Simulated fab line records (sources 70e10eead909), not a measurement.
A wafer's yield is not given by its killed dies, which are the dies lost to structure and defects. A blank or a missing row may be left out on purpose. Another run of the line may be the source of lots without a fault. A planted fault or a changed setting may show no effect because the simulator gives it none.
fab line records ; flow nand-harc
record lots=15; wafers=45; last-day=24
route steps=1159 shown P_BONDPAD@353 A_SOURCE_PLATE@423 A_ONON_D1@428 END@1159
lots untouched by any fault: they come from a run of this same line in which no faults occurred
start-h: the number of hours between the record's first day and the start of the first shown wafer of the lot ; wait-h: hours since the lot's step before ; " as in the row above ; L1.1+2: one row covering several wafers at once ; - either no value or no given start ; * or withheld: withheld ; < > ~ a bound
route shown NAME@n: a module of which the file shows steps, and the number in the route of the first ; usual: average and standard deviation across the fault-free wafers ; same: alike in all rows ; chamber/n: place in a boat ; sites: the reading at each site ; _std_site: standard deviation across them ; _edge_site: the outer-site mean with the inner-site mean subtracted ; radius-mm: for every site, how far away it sits from the centre of the wafer ; mask NAME#n: copy n ; behind: tool/chamber where the wafer was last shaped ; hold: what put the lot on hold/how long, in hours/how the hold closed ; device: which transistor (n, p or np) failed to switch ; end of line: tests run on the same wafers once the route is complete ; where a step has no rows: the recipe by itself ; killed: at the first sort, the dies lost to defects and structure; wafer yield is something else ; map: dies across one wafer; x = killed, . = not, _ = none there
set.NAME: the setting as run; set.NAME@STEP: as run at that earlier step ; model.NAME: the simulator's own value behind a step, which no gauge read
route steps across a sampled set of lots; one table per step, one row per wafer
services: the hour from which a tool's chamber was out of use, counted from the record's first day as start-h (under 0 if before that day), plus the number of hours and why
## steps
# step NHARC_P_BONDPAD_THK_MEAS_33
# recipe thk-meas-gauge=ellipsometry
# usual thk-nm=199.9/1.7
lot.wafer;tool;chamber;start-h;wait-h;thk-nm
L774.2;film-metro-02;-;135.25;0.2;204.3
L774.4;film-metro-02;-;135.25;0.2;201.4
L774.6;film-metro-02;-;135.25;0.2;199.3
L775.2;film-metro-02;-;142.13;0.1;204.1
L775.3;film-metro-02;-;142.13;0.1;201.7
L775.5;film-metro-02;-;142.13;0.1;200.1
L776.2;film-metro-02;-;146.06;0.1;202.3
L776.3;film-metro-02;-;146.06;0.1;198.9
L776.6;film-metro-02;-;146.06;0.1;200.0
L777.2;film-metro-02;-;151.73;0.2;200.8
L777.3;film-metro-02;-;151.73;0.2;198.7
L777.5;film-metro-02;-;151.73;0.2;200.1
L778.2;film-metro-02;-;154.89;0.2;201.7
L778.3;film-metro-02;-;154.89;0.2;200.5
L778.5;film-metro-02;-;154.89;0.2;203.3
L780.2;film-metro-01;-;157.55;0.2;201.6
L780.5;film-metro-01;-;157.55;0.2;200.0
L780.6;film-metro-01;-;157.55;0.2;200.3
L779.3;film-metro-02;-;157.82;0.2;201.7
L779.4;film-metro-02;-;157.82;0.2;196.8
L779.5;film-metro-02;-;157.82;0.2;199.2
L781.2;film-metro-01;-;169.96;0.2;200.1
L781.4;film-metro-01;-;169.96;0.2;202.9
L781.6;film-metro-01;-;169.96;0.2;198.9
L783.1;film-metro-02;-;186.69;0.2;198.8
L783.2;film-metro-02;-;186.69;0.2;200.0
L783.3;film-metro-02;-;186.69;0.2;196.5
L784.3;film-metro-01;-;194.73;0.2;201.9
L784.4;film-metro-01;-;194.73;0.2;201.7
L784.5;film-metro-01;-;194.73;0.2;200.2
L788.2;film-metro-02;-;207.36;0.2;201.8
L788.5;film-metro-02;-;207.36;0.2;202.2
L788.6;film-metro-02;-;207.36;0.2;201.5
L789.1;film-metro-01;-;227.04;0.2;198.5
L789.2;film-metro-01;-;227.04;0.2;198.2
L789.6;film-metro-01;-;227.04;0.2;198.2
L791.2;film-metro-01;-;233.98;0.2;199.2
L791.3;film-metro-01;-;233.98;0.2;198.5
L791.6;film-metro-01;-;233.98;0.2;199.3
L794.3;film-metro-02;-;243.80;0.2;202.7
L794.4;film-metro-02;-;243.80;0.2;200.7
L794.5;film-metro-02;-;243.80;0.2;200.8
L796.3;film-metro-01;-;264.75;0.2;197.9
L796.5;film-metro-01;-;264.75;0.2;198.8
L796.6;film-metro-01;-;264.75;0.2;199.1
# step NHARC_P_BONDPAD_ANNEAL_28
# recipe temp-c=225; time-s=90
# usual wafer_temp_C_max=225.96/0.29
lot.wafer;tool;chamber;start-h;wait-h;wafer_temp_C_max
L774.2;rtp-anneal-01;0;137.78;-;225.93
L774.4;rtp-anneal-01;0;137.78;-;226.15
L774.6;rtp-anneal-01;0;137.78;-;225.99
L775.2;rtp-anneal-02;0;144.52;0.3;225.53
L775.3;rtp-anneal-02;0;144.52;0.3;225.89
L775.5;rtp-anneal-02;0;144.52;0.3;225.62
L776.2;rtp-anneal-02;0;148.44;-;225.79
L776.3;rtp-anneal-02;0;148.44;-;225.90
L776.6;rtp-anneal-02;0;148.44;-;225.76
L777.2;rtp-anneal-01;0;154.24;0.4;226.18
L777.3;rtp-anneal-01;0;154.24;0.4;225.67
L777.5;rtp-anneal-01;0;154.24;0.4;225.96
L778.2;rtp-anneal-01;0;157.39;-;226.24
L778.3;rtp-anneal-01;0;157.39;-;226.22
L778.5;rtp-anneal-01;0;157.39;-;226.21
L780.2;rtp-anneal-01;0;160.07;0.4;226.04
L780.5;rtp-anneal-01;0;160.07;0.4;226.47
L780.6;rtp-anneal-01;0;160.07;0.4;226.47
L779.3;rtp-anneal-02;0;160.42;-;225.57
L779.4;rtp-anneal-02;0;160.42;-;226.00
L779.5;rtp-anneal-02;0;160.42;-;225.56
L781.2;rtp-anneal-01;0;172.40;0.3;226.21
L781.4;rtp-anneal-01;0;172.40;0.3;226.28
L781.6;rtp-anneal-01;0;172.40;0.3;225.75
L783.1;rtp-anneal-01;0;189.20;-;226.38
L783.2;rtp-anneal-01;0;189.20;-;225.95
L783.3;rtp-anneal-01;0;189.20;-;226.22
L784.3;rtp-anneal-01;0;197.29;-;225.71
L784.4;rtp-anneal-01;0;197.29;-;225.82
L784.5;rtp-anneal-01;0;197.29;-;226.06
L788.2;rtp-anneal-02;0;209.84;0.4;226.28
L788.5;rtp-anneal-02;0;209.84;0.4;225.56
L788.6;rtp-anneal-02;0;209.84;0.4;225.84
L789.1;rtp-anneal-01;0;229.53;0.3;226.05
L789.2;rtp-anneal-01;0;229.53;0.3;225.93
L789.6;rtp-anneal-01;0;229.53;0.3;226.07
L791.2;rtp-anneal-02;0;236.68;0.5;225.86
L791.3;rtp-anneal-02;0;236.68;0.5;225.81
L791.6;rtp-anneal-02;0;236.68;0.5;225.81
L794.3;rtp-anneal-02;0;246.38;0.3;225.78
L794.4;rtp-anneal-02;0;246.38;0.3;225.65
L794.5;rtp-anneal-02;0;246.38;0.3;226.00
L796.3;rtp-anneal-02;0;267.25;0.4;226.05
L796.5;rtp-anneal-02;0;267.25;0.4;225.78
L796.6;rtp-anneal-02;0;267.25;0.4;225.73
# step NHARC_A_SOURCE_PLATE_INSPECT_08
# usual raw-defect-count=62/24
lot.wafer;tool;chamber;start-h;wait-h;raw-defect-count
L774.2;defect-inspect-01;-;163.77;0.0;73
L774.4;defect-inspect-01;-;163.77;0.0;39
L774.6;defect-inspect-01;-;163.77;0.0;45
L775.2;defect-inspect-02;-;168.60;0.0;92
L775.3;defect-inspect-02;-;168.60;0.0;54
L775.5;defect-inspect-02;-;168.60;0.0;68
L776.2;defect-inspect-02;-;172.18;0.0;62
L776.3;defect-inspect-02;-;172.18;0.0;65
L776.6;defect-inspect-02;-;172.18;0.0;41
L778.2;defect-inspect-02;-;180.38;0.0;60
L778.3;defect-inspect-02;-;180.38;0.0;62
L778.5;defect-inspect-02;-;180.38;0.0;79
L777.2;defect-inspect-01;-;180.38;0.0;108
L777.3;defect-inspect-01;-;180.38;0.0;63
L777.5;defect-inspect-01;-;180.38;0.0;59
L780.2;defect-inspect-02;-;184.17;0.0;90
L780.5;defect-inspect-02;-;184.17;0.0;151
L780.6;defect-inspect-02;-;184.17;0.0;83
L779.3;defect-inspect-01;-;184.17;0.0;36
L779.4;defect-inspect-01;-;184.17;0.0;61
L779.5;defect-inspect-01;-;184.17;0.0;57
L781.2;defect-inspect-01;-;196.54;0.0;74
L781.4;defect-inspect-01;-;196.54;0.0;72
L781.6;defect-inspect-01;-;196.54;0.0;53
L783.1;defect-inspect-02;-;213.62;0.1;71
L783.2;defect-inspect-02;-;213.62;0.1;63
L783.3;defect-inspect-02;-;213.62;0.1;63
L784.3;defect-inspect-01;-;221.05;0.0;47
L784.4;defect-inspect-01;-;221.05;0.0;30
L784.5;defect-inspect-01;-;221.05;0.0;29
L788.2;defect-inspect-02;-;233.88;0.0;48
L788.5;defect-inspect-02;-;233.88;0.0;29
L788.6;defect-inspect-02;-;233.88;0.0;52
L789.1;defect-inspect-01;-;253.28;0.0;41
L789.2;defect-inspect-01;-;253.28;0.0;36
L789.6;defect-inspect-01;-;253.28;0.0;65
L791.2;defect-inspect-02;-;261.62;0.0;36
L791.3;defect-inspect-02;-;261.62;0.0;49
L791.6;defect-inspect-02;-;261.62;0.0;43
L794.3;defect-inspect-01;-;271.45;0.0;38
L794.4;defect-inspect-01;-;271.45;0.0;49
L794.5;defect-inspect-01;-;271.45;0.0;36
L796.3;defect-inspect-01;-;288.29;0.0;78
L796.5;defect-inspect-01;-;288.29;0.0;43
L796.6;defect-inspect-01;-;288.29;0.0;60
# step NHARC_A_ONON_D1_DEP_06
# recipe target-thk-a=10000; n2-flow-sccm=2750; n2o-flow-sccm=2000; nh3-flow-sccm=500; sih4-flow-sccm=210; temp-c=400
lot.wafer;tool;chamber;start-h;wait-h
L774.2+4+6;pecvd-onon-02;0;165.06;0.1
L775.2+3+5;pecvd-onon-02;0;169.89;0.1
L776.2+3+6;pecvd-onon-01;0;173.45;0.1
L777.2+3+5;pecvd-onon-02;0;181.63;0.1
L778.2+3+5;pecvd-onon-03;0;181.66;0.1
L780.2+5+6;pecvd-onon-01;0;185.43;0.1
L779.3+4+5;pecvd-onon-03;0;185.49;0.2
L781.2+4+6;pecvd-onon-02;0;197.79;0.1
L783.1+2+3;pecvd-onon-02;0;214.83;0.1
L784.3+4+5;pecvd-onon-03;0;222.37;0.2
L788.2+5+6;pecvd-onon-02;0;235.14;0.1
L789.1+2+6;pecvd-onon-01;0;254.48;0.1
L791.2+3+6;pecvd-onon-01;0;262.87;0.1
L794.3+4+5;pecvd-onon-01;0;272.76;0.2
L796.3+5+6;pecvd-onon-01;0;289.62;0.2
# step NHARC_A_ONON_D1_THK_MEAS_08
# recipe thk-meas-gauge=ellipsometry
# usual thk-nm=998/10
lot.wafer;tool;chamber;start-h;wait-h;thk-nm
L774.2;film-metro-01;-;165.51;-;996
L774.4;film-metro-01;-;165.51;-;994
L774.6;film-metro-01;-;165.51;-;993
L775.2;film-metro-01;-;170.35;-;1009
L775.3;film-metro-01;-;170.35;-;1008
L775.5;film-metro-01;-;170.35;-;1010
L776.2;film-metro-02;-;173.91;-;994
L776.3;film-metro-02;-;173.91;-;995
L776.6;film-metro-02;-;173.91;-;996
L777.2;film-metro-01;-;182.08;-;1010
L777.3;film-metro-01;-;182.08;-;1011
L777.5;film-metro-01;-;182.08;-;1011
L778.2;film-metro-02;-;182.11;-;1008
L778.3;film-metro-02;-;182.11;-;1006
L778.5;film-metro-02;-;182.11;-;1006
L779.3;film-metro-02;-;185.88;-;998
L779.4;film-metro-02;-;185.88;-;997
L779.5;film-metro-02;-;185.88;-;997
L780.2;film-metro-01;-;185.88;-;1011
L780.5;film-metro-01;-;185.88;-;1011
L780.6;film-metro-01;-;185.88;-;1012
L781.2;film-metro-01;-;198.26;-;996
L781.4;film-metro-01;-;198.26;-;996
L781.6;film-metro-01;-;198.26;-;995
L783.1;film-metro-01;-;215.35;-;1000
L783.2;film-metro-01;-;215.35;-;998
L783.3;film-metro-01;-;215.35;-;1001
L784.3;film-metro-02;-;222.76;-;993
L784.4;film-metro-02;-;222.76;-;991
L784.5;film-metro-02;-;222.76;-;993
L788.2;film-metro-02;-;235.60;-;1005
L788.5;film-metro-02;-;235.60;-;1005
L788.6;film-metro-02;-;235.60;-;1004
L789.1;film-metro-01;-;254.99;-;981
L789.2;film-metro-01;-;254.99;-;980
L789.6;film-metro-01;-;254.99;-;980
L791.2;film-metro-02;-;263.32;-;1536
L791.3;film-metro-02;-;263.32;-;1536
L791.6;film-metro-02;-;263.32;-;1537
L794.3;film-metro-01;-;273.16;-;1533
L794.4;film-metro-01;-;273.16;-;1534
L794.5;film-metro-01;-;273.16;-;1534
L796.3;film-metro-02;-;290.02;-;1544
L796.5;film-metro-02;-;290.02;-;1543
L796.6;film-metro-02;-;290.02;-;1542
# step NHARC_END_SORT_01
# recipe temp-c=25
# usual killed-at-array=21/8.9; killed-at-other=0.8/1.3; killed-at-periphery=3.6/2.4; killed-dies=26/8.9; killed-open=3.1/1.8; killed-short=1.9/1.3
# same gross-dies=677
lot.wafer;tool;chamber;start-h;wait-h;killed-at-array;killed-at-other;killed-at-periphery;killed-dies;killed-open;killed-short
L794.3;prober-01;0;544.93;3.1;674;0;3;677;5;2
L794.4;prober-01;0;545.72;3.4;675;0;2;677;5;3
L794.5;prober-01;0;546.52;3.7;677;0;0;677;2;2
L791.2;prober-02;0;551.74;2.8;673;2;2;677;6;3
L791.3;prober-02;0;552.55;3.1;672;0;5;677;6;2
L791.6;prober-02;0;554.98;4.1;676;0;1;677;2;3
L796.3;prober-02;0;568.18;3.1;673;0;4;677;3;4
L796.5;prober-02;0;569.78;3.7;672;0;5;677;6;1
L796.6;prober-02;0;570.57;4.0;673;0;4;677;4;3
# killed by level:class
L794.3 A_ONON_D1:area-dep=634 A_CHANNEL_HOLE_D1:chamber-film-flake=26 A_CONTACT:chamber-film-flake=3 A_SOURCE_PLATE:geometric-particle:short=2 A_CONTACT:geometric-particle:open=2 P_STI:chamber-film-flake=2 A_SGD_CUT:geometric-particle:open=1 A_WL_FILL:geometric-particle:open=1
L794.4 A_ONON_D1:area-dep=645 A_CHANNEL_HOLE_D1:chamber-film-flake=19 A_CONTACT:chamber-film-flake=2 A_ONON_D1:geometric-particle:open=1 A_CHANNEL_FILL_D1:geometric-particle:open=1 A_SGD_CUT:geometric-particle:open=1 A_CONTACT:geometric-particle:short=1 A_CONTACT:geometric-particle:open=1
L794.5 A_ONON_D1:area-dep=652 A_CHANNEL_HOLE_D1:chamber-film-flake=18 A_CONTACT:chamber-film-flake=2 A_CHANNEL_FILL_D1:geometric-particle:short=1 A_WL_FILL:geometric-particle:short=1 A_CONTACT:geometric-particle:open=1 A_M0:geometric-particle:open=1 A_BLC:chamber-film-flake=1
L791.2 A_ONON_D1:area-dep=657 A_CHANNEL_HOLE_D1:chamber-film-flake=6 A_CONTACT:chamber-film-flake=4 A_CONTACT:geometric-particle:open=2 P_M2:geometric-particle:open=1 A_CHANNEL_FILL_D1:geometric-particle:open=1 A_CHANNEL_FILL_D1:geometric-particle:short=1 A_M0:geometric-particle:open=1
L791.3 A_ONON_D1:area-dep=656 A_CONTACT:chamber-film-flake=8 A_STAIRCASE:chamber-film-flake=2 P_CONTACT:geometric-particle:open=1 P_CONTACT:geometric-particle:short=1 P_M2:geometric-particle:open=1 A_ONON_D1:geometric-particle:open=1 A_CHANNEL_FILL_D1:geometric-particle:open=1
L791.6 A_ONON_D1:area-dep=663 A_CHANNEL_HOLE_D1:chamber-film-flake=5 A_CONTACT:chamber-film-flake=3 A_CONTACT:geometric-particle:open=2 P_STI:geometric-particle:short=1 A_SOURCE_PLATE:geometric-particle:short=1 A_CONTACT:geometric-particle:short=1 A_WL_FILL:chamber-film-flake=1
L796.3 A_ONON_D1:area-dep=648 A_CONTACT:chamber-film-flake=7 A_ZERO_WELL:chamber-film-flake=5 A_ONON_D1:geometric-particle:short=3 P_GATE:chamber-film-flake=2 A_SLIT:chamber-film-flake=2 A_M1:chamber-film-flake=2 A_ONON_D1:geometric-particle:open=1
L796.5 A_ONON_D1:area-dep=650 A_STAIRCASE:chamber-film-flake=4 A_CHANNEL_FILL_D1:geometric-particle:open=3 A_CHANNEL_HOLE_D1:chamber-film-flake=3 A_SLIT:chamber-film-flake=3 A_CONTACT:chamber-film-flake=3 A_ONON_D1:geometric-particle:open=2 P_GATE:chamber-film-flake=2
L796.6 A_ONON_D1:area-dep=654 A_CHANNEL_HOLE_D1:chamber-film-flake=5 A_SLIT:chamber-film-flake=3 A_CONTACT:geometric-particle:open=2 P_GATE:chamber-film-flake=2 A_CONTACT:chamber-film-flake=2 P_CONTACT:geometric-particle:short=1 P_M0:geometric-particle:short=1
## services
tool;chamber;start-h;hours;kind
pecvd-onon-03;-;153.21;13.0;pm
pecvd-onon-01;-;195.00;13.0;pm
## key
first-sign step=NHARC_A_ONON_D1_THK_MEAS_08; reading=thk-nm; direction=up; sigmas=54; usual=998; struck=1538
effect step=NHARC_END_SORT_01; reading=killed-at-array; direction=up; sigmas=73; usual=21; struck=674
more-kills-born-at NHARC_A_ONON_D1_DEP_06@pecvd-onon-01=5859
met-at NHARC_A_ONON_D1_DEP_06
struck-lots L791,L794,L796
later-rows-left-out L791.2,L791.3,L791.6,L794.3,L794.4,L794.5,L796.3,L796.5,L796.6
tester-left-out L791,L794,L796
not-acting-at NHARC_P_BONDPAD_THK_MEAS_33,NHARC_P_BONDPAD_ANNEAL_28,NHARC_A_SOURCE_PLATE_INSPECT_08
onset-between 254.48 262.87
also-fits time
fault kind=process-parameter-drift; tool=pecvd-onon-01; chamber=-; onset-h=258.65; steps=NHARC_A_ONON_D1_DEP_06; channel=target-thk-a; offset=*; shape=step; end-h=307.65; acts-in=*; stated=*
# tester-left-out: of these lots the tester's yield and bins aren't shown, on N5 and GAA mostly nor the transistor test; their killed dies are dies lost to structure and defects alone, not to doping, threshold or leakage, so they don't give the yield
# later-rows-left-out: the simulator's readings of these wafers behind a module that went badly wrong aren't trusted and aren't shown, but for the sort
